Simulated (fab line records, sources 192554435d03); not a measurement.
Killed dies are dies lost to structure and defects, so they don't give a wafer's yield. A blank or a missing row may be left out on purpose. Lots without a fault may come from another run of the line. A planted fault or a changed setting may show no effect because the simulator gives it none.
Which tool did it? | flow n5_finfet | 12 lots, 33 wafers sampled, at 4 steps of a route of 1938

WHAT THE GAUGES READ, wafer by wafer
N5_BEOL_M1_INSPECT_59: inspects for defects (darkfield).
lot  | measured     | on                | raw_defect_count
L408 | day 7 00:06  | defect_inspect-01 | 96 54 69
L410 | day 7 02:04  | defect_inspect-02 | 28 66 49
L409 | day 7 11:27  | defect_inspect-01 | 52 49
L413 | day 7 17:07  | defect_inspect-01 | 79 113 61
L415 | day 8 15:29  | defect_inspect-02 | 59 67 84
L416 | day 8 17:56  | defect_inspect-02 | 57 52
L418 | day 9 07:52  | defect_inspect-02 | 57 52 64
L421 | day 10 07:23 | defect_inspect-02 | 116 53 49
L428 | day 11 23:03 | defect_inspect-02 | 85 91 51
L427 | day 12 00:58 | defect_inspect-02 | 63 56 38
L429 | day 12 08:05 | defect_inspect-01 | 43 51 61
L430 | day 12 09:34 | defect_inspect-01 | 89 94

N5_BEOL_M4_RC_MEAS_101.
lot  | measured     | on        | DIBL_N (mV/V)  | DIBL_P (mV/V)  | IOFF_N (nA/um) | IOFF_P (nA/um) | ION_N (uA/um) | ION_P (uA/um) | SS_N (mV/dec)  | SS_P (mV/dec)  | VT_N (mV)   | VT_P (mV)
L408 | day 8 10:25  | prober-02 | 38.3 35.3 35.2 | 39.1 35.5 36.0 | 0.24 0.16 0.16 | 0.29 0.22 0.23 | 711 670 671   | 482 465 465   | 71.9 71.7 71.8 | 73.6 71.8 72.8 | 241 249 245 | -245.8 -248.4 -249.0
L410 | day 8 13:13  | prober-02 | 33.3 36.9 33.6 | 30.4 35.9 30.2 | 0.09 0.14 0.09 | 0.15 0.21 0.14 | 643 684 642   | 452 470 443   | 70.6 71.0 70.6 | 72.3 72.7 71.8 | 257 250 258 | -252.8 -250.1 -255.9
L409 | day 8 23:31  | prober-01 | 35.7 37.6      | 35.4 37.8      | 0.14 0.18      | 0.17 0.22      | 675 674       | 457 460       | 70.6 72.1      | 73.0 74.7      | 254 249     | -255.2 -249.7
L413 | day 9 06:28  | prober-01 | 34.8 34.5 38.4 | 35.2 35.1 40.7 | 0.14 0.13 0.21 | 0.18 0.17 0.27 | 687 670 687   | 470 459 472   | 71.5 71.3 72.4 | 72.7 73.1 74.3 | 251 251 244 | -250.1 -251.9 -245.6
L415 | day 10 17:14 | prober-02 | 38.9 35.9 36.7 | 40.1 37.6 38.4 | 0.20 0.15 0.16 | 0.21 0.18 0.19 | 675 673 670   | 456 453 452   | 72.3 71.5 72.0 | 73.5 72.7 72.8 | 250 252 252 | -253.0 -254.6 -253.3
L416 | day 10 18:18 | prober-01 | 33.9 37.4      | 33.0 38.3      | 0.12 0.17      | 0.17 0.26      | 663 678       | 464 469       | 71.1 71.9      | 72.9 74.4      | 255 249     | -251.0 -245.3
L418 | day 11 15:52 | prober-01 | 34.2 35.7 39.3 | 32.9 34.2 38.5 | 0.12 0.14 0.20 | 0.19 0.20 0.28 | 666 675 667   | 463 466 456   | 70.9 71.2 73.3 | 72.2 73.9 73.9 | 253 252 247 | -250.1 -249.2 -248.1
L421 | day 12 04:50 | prober-01 | 38.4 33.5 37.6 | 37.4 33.7 38.1 | 0.20 0.13 0.20 | 0.24 0.19 0.26 | 668 669 702   | 460 463 478   | 72.1 70.5 71.5 | 74.1 73.0 74.3 | 250 251 245 | -247.2 -248.7 -247.0
L428 | day 13 18:04 | prober-02 | 36.8 38.5 35.2 | 38.6 39.9 34.9 | 0.19 0.21 0.15 | 0.22 0.22 0.16 | 713 685 671   | 477 455 451   | 71.3 72.0 70.6 | 74.0 74.3 72.9 | 245 248 252 | -247.3 -252.6 -256.1
L427 | day 14 06:47 | prober-02 | 37.0 35.6 33.9 | 35.8 35.0 33.2 | 0.17 0.15 0.13 | 0.23 0.20 0.20 | 676 675 679   | 458 466 471   | 71.6 71.8 70.7 | 73.8 73.3 73.0 | 248 250 252 | -251.4 -247.7 -248.3
L429 | day 14 13:26 | prober-01 | 39.8 36.3 37.8 | 41.0 37.9 38.1 | 0.25 0.17 0.21 | 0.31 0.25 0.24 | 702 687 689   | 476 474 460   | 72.3 71.1 72.4 | 74.4 74.2 74.1 | 242 246 244 | -245.9 -244.9 -248.1
L430 | day 14 01:16 | prober-02 | 34.2 36.9      | 34.1 37.5      | 0.13 0.16      | 0.18 0.23      | 676 672       | 466 468       | 70.1 71.6      | 73.3 74.1      | 251 251     | -251.3 -249.1

WHICH TOOL RAN EACH LOT (tool, then ch and the chambers of the sampled wafers, then the start)
lot  | N5_BEOL_M1_PRE_CLEAN_60          | N5_BEOL_M2_STRIP_66
L408 | cvd_co-01 ch 0,1,2, day 6 23:51  | rie_diel-05 ch 0,2,3, day 7 01:52
L410 | cvd_co-02 ch 0,1,2, day 7 01:49  | rie_diel-04 ch 2,3, day 7 05:27
L409 | cvd_co-02 ch 1,2, day 7 11:12    | rie_diel-05 ch 0,1, day 7 14:54
L413 | cvd_co-02 ch 0,1, day 7 16:52    | rie_diel-06 ch 2,3, day 7 21:37
L415 | cvd_co-01 ch 1,2, day 8 15:14    | rie_diel-06 ch 0,1,3, day 8 18:04
L416 | cvd_co-02 ch 1,2, day 8 17:42    | rie_diel-04 ch 2,3, day 8 18:52
L418 | cvd_co-02 ch 0,1,2, day 9 07:37  | rie_diel-04 ch 1,2,3, day 9 10:59
L421 | cvd_co-02 ch 0,1,2, day 10 07:07 | rie_diel-06 ch 0,1,2, day 10 09:29
L428 | cvd_co-01 ch 0,2, day 11 22:48   | rie_diel-05 ch 0,2, day 12 00:57
L427 | cvd_co-02 ch 0,1,2, day 12 00:43 | rie_diel-06 ch 1,2, day 12 04:55
L429 | cvd_co-02 ch 0,1,2, day 12 07:51 | rie_diel-04 ch 0,1,2, day 12 09:46
L430 | cvd_co-01 ch 1,2, day 12 09:16   | rie_diel-05 ch 1,2, day 12 11:40
- N5_BEOL_M1_PRE_CLEAN_60: time 15 s.
- N5_BEOL_M2_STRIP_66: strips in CF4.

WHAT THE TOOLS THEMSELVES READ (means of the sampled wafers that have a number; where no wafer has one, the mark that the record gives instead)
N5_BEOL_M1_PRE_CLEAN_60.
lot  | tool      | heater_power_w (W)
L408 | cvd_co-01 | 93
L410 | cvd_co-02 | 85
L409 | cvd_co-02 | 72
L413 | cvd_co-02 | 78
L415 | cvd_co-01 | 94
L416 | cvd_co-02 | 74
L418 | cvd_co-02 | 87
L421 | cvd_co-02 | 88
L428 | cvd_co-01 | 105
L427 | cvd_co-02 | 88
L429 | cvd_co-02 | 88
L430 | cvd_co-01 | 88

N5_BEOL_M2_STRIP_66.
lot  | tool        | bias_power_w (W) | cf4_flow_sccm (sccm) | drypump_motor_current_A (A) | oes_product_au (a.u.) | rf_vpp_V (V) | showerhead_plenum_p_Torr (Torr) | throttle_valve_pct (%)
L408 | rie_diel-05 | 74.67            | 149.9                | 5.7                         | 0.81                  | 271.0        | 1.81                            | 13.57
L410 | rie_diel-04 | 75.01            | 149.8                | 5.5                         | 0.74                  | 271.7        | 1.83                            | 13.86
L409 | rie_diel-05 | 74.87            | 150.8                | 5.8                         | 0.90                  | 271.2        | 1.80                            | 13.25
L413 | rie_diel-06 | 74.74            | 149.9                | 6.2                         | 0.94                  | 272.4        | 1.83                            | 13.24
L415 | rie_diel-06 | 74.81            | 149.8                | 5.8                         | 0.84                  | 271.2        | 1.80                            | 13.42
L416 | rie_diel-04 | 75.25            | 149.9                | 5.5                         | 0.75                  | 270.5        | 1.83                            | 13.85
L418 | rie_diel-04 | 74.69            | 149.4                | 5.5                         | 0.73                  | 271.0        | 1.84                            | 13.86
L421 | rie_diel-06 | 74.96            | 150.2                | 6.1                         | 0.83                  | 270.7        | 1.79                            | 13.46
L428 | rie_diel-05 | -                | -                    | -                           | -                     | -            | -                               | -
L427 | rie_diel-06 | -                | -                    | -                           | -                     | -            | -                               | -
L429 | rie_diel-04 | -                | -                    | -                           | -                     | -            | -                               | -
L430 | rie_diel-05 | 75.17            | 150.2                | 5.9                         | 0.77                  | 273.2        | 1.85                            | 13.53

THE ANSWER, worked out from the rows above alone
Rule: what is usual is taken from the lots themselves. Put in order of their means at a reading, lots are off if they are a third of the lots or fewer, leave a main group of 4 or more, and stand apart from it by a gap of 3 or more times the standard deviation of the main group's means; of several such gaps the widest counts. A main group whose means are all the same, to the digits that the tables above print for the reading, isn't used. A lot without any number at a reading at which 4 lots or more have one is off too. The other lots that the step has rows for count as sound. The gauges are gone through in route order, then the tools' own readings, and for those a lot's mean is taken as printed above. The first step at which some lot is off is used, and at that step the reading that is off furthest; a lot without a number counts as furthest.
Off: L428, L427, L429, at N5_BEOL_M2_STRIP_66 (bias_power_w). Without a number there: L428, L427, L429. The main group: mean 74.91 W, standard deviation 0.19.
A tool fits if, at that step or a process step before it, it ran every lot that is off, and no sound lot after the first of them. None of those tried fits.

WHAT THE SIMULATOR HAD PUT IN
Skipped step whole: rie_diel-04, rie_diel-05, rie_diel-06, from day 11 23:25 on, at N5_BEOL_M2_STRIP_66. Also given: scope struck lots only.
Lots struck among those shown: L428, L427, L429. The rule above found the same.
